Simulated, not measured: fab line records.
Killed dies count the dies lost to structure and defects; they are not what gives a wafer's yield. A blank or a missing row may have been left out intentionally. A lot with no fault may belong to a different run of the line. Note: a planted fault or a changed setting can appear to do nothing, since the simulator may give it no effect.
Struck lot and sound lot, side by side | flow nand_harc | 28 steps out of a route of 1302
Sound: the wafers L161.3, L161.4, L161.6. Struck: wafer L179.1 (L179.3, L179.5, from the same lot, were not struck and are left out); the cause is given at the end.
At each step with rows: each side's tool, then ch and its chambers, then its first start. Under that, the readings that differ: sound wafers | struck wafers | difference of the means | sigmas: that difference in standard deviations of wafers without a fault.
alike: words and numbers the same on both sides, and readings whose means are apart by under 2 such deviations; not compared: readings that were withheld, readings missing a value for some wafer, numbers with overlapping values and no deviation given by the record, and bounds like >300 which may hide the same value.
A row with sigmas, a row that says differs or no value, or rows on one side alone: a step with any of these is where the two part. Non-overlapping numbers with no deviation appear without sigmas and do not part them. A reading missing from all wafers of one side parts the sides only when that side holds two or more wafers.

first, 8 steps without rows for these wafers: NHARC_A_SLIT_DEHYDRATE_01 (time 120 s); NHARC_A_SLIT_HMDS_02 (time 30 s); NHARC_A_SLIT_COAT_03 (resist thk 90 nm); NHARC_A_SLIT_SOFTBAKE_04 (time 55 s); NHARC_A_SLIT_EBR_05; NHARC_A_SLIT_EXPOSE_06 (exposes mask SLIT); NHARC_A_SLIT_PEB_07 (peb time 65 s); NHARC_A_SLIT_DEVELOP_08 (develop time 35 s).
NHARC_A_SLIT_CD_MEAS_09: target cd 300 nm.
  sound on cd_sem-03 ch 0, day 19 19:22; struck on cd_sem-03 ch 0, day 28 00:20
  alike: cd_nm
NHARC_A_SLIT_OVL_MEAS_10:
  sound on overlay-02, day 19 19:27; struck on overlay-01, day 28 00:26
  reading           | sound       | struck | difference | sigmas
  overlay_x_nm (nm) | 2.5 2.2 1.7 | 0.2    | -1.9       | -2
  alike: overlay_y_nm
NHARC_A_SLIT_INSPECT_11:
  sound on defect_inspect-01, day 19 19:29; struck on defect_inspect-01, day 28 00:28
  alike: raw_defect_count
NHARC_A_SLIT_DESCUM_14: chemistry O2, time 3 s.
  sound on rie_diel-11 ch 1,2, day 19 19:32; struck on rie_diel-11 ch 2, day 28 00:32
  reading               | sound             | struck | difference | sigmas
  oes_product_au (a.u.) | 0.971 0.978 0.977 | 1.007  | +0.032     | +2
  rf_vpp_V (V)          | 57.1 58.9 56.9    | 59.8   | +2.2       | +3
  alike: drypump_motor_current_A, showerhead_plenum_p_Torr, throttle_valve_pct
  not compared: rf_hours_counter_h
NHARC_A_SLIT_ETCH_24: etches the open film in CF4/CHF3, target depth 121 nm, time 60.5 s.
  sound on rie_diel-11 ch 0,2, day 19 19:38; struck on rie_diel-11 ch 1, day 28 00:37
  reading                | sound                | struck | difference | sigmas
  throttle_valve_pct (%) | 16.809 16.802 16.803 | 16.829 | +0.024     | +3
  alike: drypump_motor_current_A, oes_product_au, rf_vpp_V, showerhead_plenum_p_Torr
  not compared: rf_hours_counter_h
then, 2 steps without rows for these wafers: NHARC_A_SLIT_ETCH_15 (etches the open film in O2/COS, target depth 6200 nm, time 1612 s); NHARC_A_SLIT_ETCH_17 (etches the open film in C4F8/O2/Ar, time 4254.5 s, target depth 20300 nm).
NHARC_A_SLIT_ETCH_26: etches the open film in C4F8/O2/Ar, time 90 s, target depth 400 nm.
  sound on har_etch-02 ch 0,1, day 20 00:29; struck on har_etch-01 ch 1, day 28 08:07
  reading                         | sound          | struck | difference                   | sigmas
  rf_hours_counter_h (h)          | - - -          | 359    | no value on the sound wafers |
  showerhead_plenum_p_Torr (Torr) | 3.96 3.96 3.96 | 3.47   | -0.49                        | -3
  alike: drypump_motor_current_A, throttle_valve_pct
then, 1 step without rows for these wafers: NHARC_A_SLIT_STRIP_28 (strips in O2/COS).
NHARC_A_SLIT_ETCH_29: etches the open film in CF4/O2, target depth 100 nm, overetch 10 nm, time 55 s.
  sound on rie_diel-08 ch 2,3, day 20 01:18; struck on rie_diel-04 ch 2, day 28 08:58
  alike: drypump_motor_current_A, oes_product_au, rf_vpp_V, showerhead_plenum_p_Torr, throttle_valve_pct
  not compared: rf_hours_counter_h
NHARC_A_SLIT_STRIP_18: strips in O2.
  sound: rie_diel-08 ch 0,1,3; struck: rie_diel-04 ch 1
  alike: drypump_motor_current_A, oes_product_au, rf_vpp_V, showerhead_plenum_p_Torr, throttle_valve_pct
  not compared: rf_hours_counter_h
then, 2 steps without rows for these wafers: NHARC_A_SLIT_PRECLEAN_19 (cleans in SC1); NHARC_A_SLIT_SRD_20.
NHARC_A_SLIT_CD_MEAS_21:
  sound on cd_sem-01, day 20 01:50; struck on cd_sem-01, day 28 09:30
  alike: cd_nm
then, 3 steps without rows for these wafers: NHARC_A_SIN_REMOVE_WET_00 (chemistry H3PO4, time 15300 s); NHARC_A_SIN_REMOVE_PRECLEAN_01 (cleans in SC1); NHARC_A_SIN_REMOVE_SRD_02.
NHARC_A_SIN_REMOVE_INSPECT_04:
  sound on defect_inspect-02, day 20 08:27; struck on defect_inspect-01, day 28 16:08
  reading          | sound       | struck | difference | sigmas
  raw_defect_count | 285 272 297 | 1257   | +972       | +9
NHARC_A_WL_FILL_ALD_00: deposits Al2O3, target thk 3 nm, pulse time 3 s, ald cycles 30.
  sound on ald_hk-04 ch 0,1,2, day 20 08:31; struck on ald_hk-04 ch 3, day 28 16:16
  alike: heater_power_w, precursor_pulse_height_rel, susceptor_temp_C
-- jump in the record: it breaks off in module A_WL_FILL and resumes in module END (first step shown: number 1302 of the route), and 4 days separate the struck wafers' starts before and after --
NHARC_END_SORT_01:
  the record has rows for the struck wafers here (prober-02 ch 0, day 32 22:02) and none for the sound ones

WHERE THEY PART
First at NHARC_A_SLIT_OVL_MEAS_10; last, within this record, at NHARC_END_SORT_01.

WHY: what the simulator had put in
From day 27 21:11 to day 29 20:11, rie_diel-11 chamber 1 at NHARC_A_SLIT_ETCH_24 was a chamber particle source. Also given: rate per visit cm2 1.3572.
